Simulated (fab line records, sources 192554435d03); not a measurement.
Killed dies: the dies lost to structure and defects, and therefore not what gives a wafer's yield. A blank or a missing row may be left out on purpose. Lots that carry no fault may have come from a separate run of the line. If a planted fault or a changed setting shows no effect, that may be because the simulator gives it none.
Matching of chambers | flow n5-finfet | N5_BEOL_M15_ETCH_57 on rie-diel-03: 4 sister chambers
The step etches SOC in N2/H2, time 750 s. 4 wafers are shown with their chamber, then 10 later ones without.

WAFERS PAIRED WITH THEIR CHAMBERS
wafer  | chamber | showerhead-plenum-p-Torr (Torr)
L081.3 | 0       | 2.63
L085.2 | 2       | 2.56
L088.1 | 1       | 2.63
L088.2 | 3       | 2.63

WAFERS WHOSE CHAMBER IS MISSING
wafer  | showerhead-plenum-p-Torr (Torr)
L088.5 | 2.63
L087.3 | 2.56
L087.4 | 2.63
L087.5 | 2.63
L090.4 | 2.62
L090.5 | 2.55
L090.6 | 2.62
L093.1 | 2.62
L093.4 | 2.62
L093.5 | 2.55

THE CHAMBER EACH PASSED THROUGH
wafer  | from the rows above          | in truth
L088.5 | can't be placed: 0 or 1 or 3 | 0
L087.3 | 2                            | 2
L087.4 | can't be placed: 0 or 1 or 3 | 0
L087.5 | can't be placed: 0 or 1 or 3 | 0
L090.4 | can't be placed: 0 or 1 or 3 | 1
L090.5 | 2                            | 2
L090.6 | can't be placed: 0 or 1 or 3 | 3
L093.1 | can't be placed: 0 or 1 or 3 | 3
L093.4 | can't be placed: 0 or 1 or 3 | 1
L093.5 | 2                            | 2
Correctly placed: 3 of 10. These rows do not allow placing 7 (true chamber among the candidates in 7). Placed wrongly: 0.
How it was worked out, from the rows above alone: a wafer's distance from a chamber is the root of the sum, over the readings, of the square of ((its reading less the chamber's mean) divided by the reading's scatter). The wafer belongs to the nearest chamber; if the next one is less than 2 further off, it can't be placed. Each chamber's mean is taken over the wafers shown for it. The scatter (one wafer shown for each chamber): square how far every hidden wafer sits from the nearest shown wafer, average those squares and take the square root.
